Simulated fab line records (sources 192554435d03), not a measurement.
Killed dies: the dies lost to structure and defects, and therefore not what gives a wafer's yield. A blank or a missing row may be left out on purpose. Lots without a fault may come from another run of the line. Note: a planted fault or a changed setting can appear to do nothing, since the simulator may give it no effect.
Chamber matching + flow n5-finfet + N5_BEOL_M1_ETCH_64 on rie-diel-03: 4 sister chambers
The step etches SOC in N2/H2, target depth 75 nm, overetch 15 nm, time 112.5 s. 16 wafers are shown with their chamber, then 8 later ones without.

WAFERS WITH THEIR CHAMBER
| wafer  | chamber | drypump-motor-current-A (A) | showerhead-plenum-p-Torr (Torr) | oes-product-au (a.u.) |
|--------|---------|-----------------------------|---------------------------------|-----------------------|
| L078.3 | 2       | 5.70                        | 2.70                            | 0.70                  |
| L078.5 | 2       | 5.70                        | 2.70                            | 0.71                  |
| L078.6 | 3       | 5.49                        | 2.48                            | 0.64                  |
| L081.1 | 1       | 6.34                        | 2.65                            | 0.58                  |
| L081.3 | 3       | 5.48                        | 2.47                            | 0.63                  |
| L081.6 | 1       | 6.32                        | 2.65                            | 0.58                  |
| L086.1 | 3       | 5.47                        | 2.47                            | 0.62                  |
| L086.2 | 0       | 5.61                        | 2.61                            | 0.70                  |
| L086.3 | 2       | 5.72                        | 2.69                            | 0.69                  |
| L087.1 | 3       | 5.49                        | 2.47                            | 0.63                  |
| L087.4 | 0       | 5.60                        | 2.61                            | 0.70                  |
| L087.5 | 1       | 6.36                        | 2.64                            | 0.58                  |
| L089.3 | 3       | 5.46                        | 2.47                            | 0.63                  |
| L089.4 | 1       | 6.36                        | 2.64                            | 0.57                  |
| L089.6 | 2       | 5.70                        | 2.69                            | 0.68                  |
| L090.2 | 1       | 6.32                        | 2.64                            | 0.57                  |

SIGNATURES, as means of the wafers listed above
| reading                  | chamber 0 | chamber 1 | chamber 2 | chamber 3 | scatter within a chamber |
|--------------------------|-----------|-----------|-----------|-----------|--------------------------|
| drypump-motor-current-A  | 5.6050    | 6.3400    | 5.7050    | 5.4780    | 0.0148                   |
| showerhead-plenum-p-Torr | 2.6100    | 2.6440    | 2.6950    | 2.4720    | 0.005                    |
| oes-product-au           | 0.7000    | 0.5760    | 0.6950    | 0.6300    | 0.00827                  |
Rule: for each reading, subtract the chamber's mean from the wafer's reading, divide by that reading's scatter and square the result; add these up over the readings and take the root, which gives the wafer's distance from the chamber. If the next closest chamber is less than 2 further off than the closest, the wafer can't be placed; otherwise it belongs to the closest. How the scatter is found: for the shown wafers, subtract from each reading the mean of its chamber, square and add these, divide the total by (wafers less chambers), then take the root.

WAFERS WITHOUT THEIR CHAMBER
| wafer  | drypump-motor-current-A (A) | showerhead-plenum-p-Torr (Torr) | oes-product-au (a.u.) |
|--------|-----------------------------|---------------------------------|-----------------------|
| L090.4 | 5.72                        | 2.69                            | 0.68                  |
| L090.6 | 5.45                        | 2.47                            | 0.63                  |
| L096.2 | 5.47                        | 2.47                            | 0.62                  |
| L096.4 | 5.63                        | 2.60                            | 0.68                  |
| L096.6 | 5.59                        | 2.60                            | 0.68                  |
| L097.2 | 5.46                        | 2.46                            | 0.61                  |
| L097.3 | 5.60                        | 2.60                            | 0.68                  |
| L097.5 | 5.47                        | 2.47                            | 0.61                  |

WHICH CHAMBER EACH ONE RAN IN
| wafer  | from the rows above | in truth |
|--------|---------------------|----------|
| L090.4 | 2                   | 2        |
| L090.6 | 3                   | 3        |
| L096.2 | 3                   | 3        |
| L096.4 | 0                   | 0        |
| L096.6 | 0                   | 0        |
| L097.2 | 3                   | 3        |
| L097.3 | 0                   | 0        |
| L097.5 | 3                   | 3        |
Correctly placed: 8 of 8. Number that these rows cannot place: 0. 0 placed wrongly.
